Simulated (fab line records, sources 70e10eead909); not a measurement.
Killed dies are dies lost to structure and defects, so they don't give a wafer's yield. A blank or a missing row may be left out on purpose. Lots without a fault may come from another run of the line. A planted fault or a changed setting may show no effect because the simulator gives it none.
Problem report in the 8D (eight disciplines) form, filled by code | flow nand_harc | the parts of the form that need people (team, actions taken, sign-off) are left out

1. THE PROBLEM
killed_dies at NHARC_END_SORT_01 reads a mean of 369 on 6 wafers of 2 lots; wafers without a fault read 63 with a standard deviation of 20. That is +15 standard deviations from the usual mean.
First seen on wafer L302.1, day 30 04:41, on prober-02. The record holds 33 wafers of 11 lots with a number at this step. Rule for "out", or "out of limits": more than 4 standard deviations from the usual mean. The other wafers with a number count as sound.

2. WHAT IT IS AND WHAT IT IS NOT
question                    | is                           | is not
which readings at this step | killed_dies, killed_at_array | killed_at_periphery, killed_open, killed_short
which lots                  | L302, L303                   | L288, L294, L295, L296, L299, L305, L308, L309, L310
which wafers of those lots  | all that have a number       | -
read on which gauges        | prober-02                    | prober-01
when                        | from day 30 04:41            | up to then (15 sound wafers); but 12 sound wafers of L305, L308, L309, L310 came after

3. SUSPECTS, AND WHAT RULES EACH OUT
Counting: a tool at a process step up to the reading stays a suspect if it ran every lot that is out and no sound lot after the first of them.
- the gauge at NHARC_END_SORT_01: ruled out. All the wafers that are out were read on prober-02, but those of them that NHARC_A_STAIRCASE_ETCH_13 has rows for are out there too, on other tools.
- rie_diel-08 at NHARC_A_STAIRCASE_ETCH_13 (etches the open film in C4F8/O2, target depth 100 nm, time 40.5 s): kept. It ran every lot that is out, first L302 (day 21 15:24), and no sound lot after that; its last sound lot up to then is L295 (day 18 20:40). Its own readings are out on those wafers: run_length_s.
- rie_diel-08 at NHARC_A_STAIRCASE_TRIM_14 (chemistry O2, time 211.2 s): kept. It ran every lot that is out, first L302 (day 21 16:20), and no sound lot after that; its last sound lot up to then is L295 (day 18 22:00). NHARC_A_STAIRCASE_TRIM_14 gives no start for some lots, so the hours and the order of its lots are those of NHARC_A_STAIRCASE_TRIM_20.
- rie_diel-08 at NHARC_A_STAIRCASE_TRIM_20 (chemistry O2, time 211.2 s): ruled out as a lasting fault. Sound lots L309 ran on it after its first lot that is out, L302 (day 21 16:20).
- rie_diel-08 at NHARC_A_STAIRCASE_TRIM_22 (chemistry O2, time 211.2 s): ruled out as a lasting fault. Sound lots L309 ran on it after its first lot that is out, L302 (day 30 04:41). NHARC_A_STAIRCASE_TRIM_22 gives no start for some lots, so the hours and the order of its lots are those of NHARC_END_SORT_01.
Left after counting: rie_diel-08 at NHARC_A_STAIRCASE_ETCH_13, rie_diel-08 at NHARC_A_STAIRCASE_TRIM_14.

4. THE CAUSE (what the simulator had put in)
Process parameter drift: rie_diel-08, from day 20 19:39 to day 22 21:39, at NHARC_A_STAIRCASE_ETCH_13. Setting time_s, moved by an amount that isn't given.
Counting left 2 suspects, and this tool is among them.

5. THE CHAIN OF EFFECTS, in route order
Each row: a reading whose mean over the struck wafers that have a number lies more than 3 standard deviations from the usual. Only readings for which the record gives a usual standard deviation are gone through. hours: the time from each lot's start at the first step in this table that gives one to its start at this step, as a median over the lots. sigmas: the change in usual standard deviations.
hours | step                      | reading         | usual  | on struck wafers | change | sigmas
0     | NHARC_A_STAIRCASE_ETCH_13 | run_length_s    | 61.9 s | 71.5             | +9.6   | +18
206   | NHARC_END_SORT_01         | killed_at_array | 58     | 364              | +306   | +15
206   | NHARC_END_SORT_01         | killed_dies     | 63     | 369              | +306   | +15
The process steps in it:
- NHARC_A_STAIRCASE_ETCH_13: etches the open film in C4F8/O2, target depth 100 nm, time 40.5 s.

6. WHAT WOULD HAVE CAUGHT IT SOONER
In this record the first reading out of limits at a measuring or inspecting step was taken at day 30 04:41, 225 hours after the fault began at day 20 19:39.
The tool's own readings at NHARC_A_STAIRCASE_ETCH_13 were out on every struck wafer that the step has a row for (run_length_s): an alarm limit on them would have fired on the first of those.
All the lots that are out (2) had begun NHARC_A_STAIRCASE_ETCH_13 on rie_diel-08 by day 30 04:41. A hold on the tool at that time would have spared none of them.
